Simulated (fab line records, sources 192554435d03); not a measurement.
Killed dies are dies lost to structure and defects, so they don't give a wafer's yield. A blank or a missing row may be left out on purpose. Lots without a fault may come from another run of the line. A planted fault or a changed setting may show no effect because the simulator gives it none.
Split-lot experiment | flow n5_finfet | 7 lots, 21 wafers read, on a route of 1938 steps

THE SPLIT
At N5_PASSIVATION_PASS_ETCH_47 (etches SiNx in CF4/O2, target depth 770 nm, time 385 s), the setting source_w was moved away from the recipe's 535 W on 6 of the 21 wafers read, by -15.7% to +11.0%. The other wafers ran this setting at the recipe's value.

The reading is taken at the split's own step.

THE READING
rf_vpp_V, in V, at N5_PASSIVATION_PASS_ETCH_47 (etches SiNx in CF4/O2, target depth 770 nm, time 385 s). Fault-free wafers of this fab line usually give 241 V, standard deviation 8.7 V.

wafer  | tool, chamber at the split | source_w as run, W | against the recipe | rf_vpp_V, V | against lot-mates on the recipe
L075.2 | rie_diel-01, 2             | 486.3              | -9.1%              | 248         | +14
L075.4 | rie_diel-01, 2             | 535                | recipe             | 236         | -
L075.6 | rie_diel-01, 1             | 535                | recipe             | 232         | -
L085.2 | rie_diel-01, 2             | 535                | recipe             | 234         | -
L085.3 | rie_diel-01, 0             | 535                | recipe             | 236         | -
L085.5 | rie_diel-01, 0             | 594                | +11.0%             | 223         | -12
L087.1 | rie_diel-05, 2             | 535                | recipe             | 249         | -
L087.2 | rie_diel-05, 3             | 575.4              | +7.6%              | 249         | +0
L087.3 | rie_diel-05, 1             | 575.4              | +7.6%              | 244         | -5
L092.2 | rie_diel-06, 0             | 489.1              | -8.6%              | 252         | +14
L092.5 | rie_diel-06, 2             | 535                | recipe             | 241         | -
L092.6 | rie_diel-06, 3             | 535                | recipe             | 234         | -
L093.1 | rie_diel-01, 3             | 535                | recipe             | 237         | -
L093.4 | rie_diel-01, 2             | 450.9              | -15.7%             | 260         | +24
L093.6 | rie_diel-01, 0             | 535                | recipe             | 236         | -
L097.1 | rie_diel-01, 0             | 535                | recipe             | 237         | -
L097.2 | rie_diel-01, 1             | 535                | recipe             | 234         | -
L097.4 | rie_diel-01, 3             | 535                | recipe             | 236         | -
L094.2 | rie_diel-01, 2             | 535                | recipe             | 235         | -
L094.4 | rie_diel-01, 2             | 535                | recipe             | 235         | -
L094.6 | rie_diel-01, 0             | 535                | recipe             | 236         | -

THE FIT
A straight line over all 21 wafers: rf_vpp_V changes by -0.919 V for each +1% of source_w; r = -0.62; the points scatter about the line by 6.7 V.
The same after taking each lot's own level away (the mean of its wafers on the recipe; 21 wafers): -1.22 V for each +1%; r = -0.93; scatter 2.9 V.
On that fit, the largest move of source_w shifts the reading by 19 V.
The lots' own levels span 234.0 to 249.0 V, that is 1.7 times the standard deviation above.
So the lot-to-lot level blurs the effect unless lot-mates are compared.
Check: with one of the wafers moved furthest among these (-15.7%) left out of the fit, the line predicts +18.3 V for it against its lot-mates. It came out at +23.5 V against them.
Tool readings at the split's step, against how far the setting was moved: rf_vpp_V r = -0.62.

OTHER SPLITS ON THESE WAFERS
These wafers also went through other splits before the reading. Each is held against what the fit with the lots' levels taken away leaves over:
other split on the same wafers   | wafers away from the commonest value | r with rf_vpp_V (lot level and that fit taken away)
N5_BEOL_M14_COAT_58 spin_rpm     | 6                                    | +0.35
N5_PASSIVATION_EXPOSE_27 dose_mj | 6                                    | +0.25

THE WHOLE CHAIN: every reading that the file lists as answering this split, in the file's order
step                        | what it does                                           | reading                                                        | change (the file's fit)                                                           | r (the file's)
N5_PASSIVATION_PASS_ETCH_47 | etches SiNx in CF4/O2, target depth 770 nm, time 385 s | rf_vpp_V                                                       | -1.37 V for each +1% of the setting                                               | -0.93
N5_PASSIVATION_PASS_ETCH_47 | etches SiNx in CF4/O2, target depth 770 nm, time 385 s | etch.depth_nm (the simulator's own value, which no gauge read) | +6.26 nm for each +1% of the setting                                              | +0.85
N5_PASSIVATION_PROBE_49     |                                                        | defect_limited_yield                                           | not straight: 69.2 at the lowest setting, 54.8 at the recipe, 0 at the highest    | not given
N5_PASSIVATION_PROBE_49     |                                                        | killed_dies                                                    | not straight: 363 at the lowest setting, 534 at the recipe, 1180 at the highest   | not given
N5_PASSIVATION_PROBE_49     |                                                        | sort_bin_5_function                                            | not straight: 26.9 at the lowest setting, 41.7 at the recipe, 96.0 at the highest | not given
N5_PASSIVATION_PROBE_49     |                                                        | sort_n_pass                                                    | not straight: 817 at the lowest setting, 646 at the recipe, 0 at the highest      | not given
N5_PASSIVATION_PROBE_49     |                                                        | sort_yield_pct                                                 | not straight: 69.2 at the lowest setting, 54.8 at the recipe, 0 at the highest    | not given

THE FILE'S OWN FIT
rf_vpp_V changes by -1.37 V for each +1% of source_w, r = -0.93.
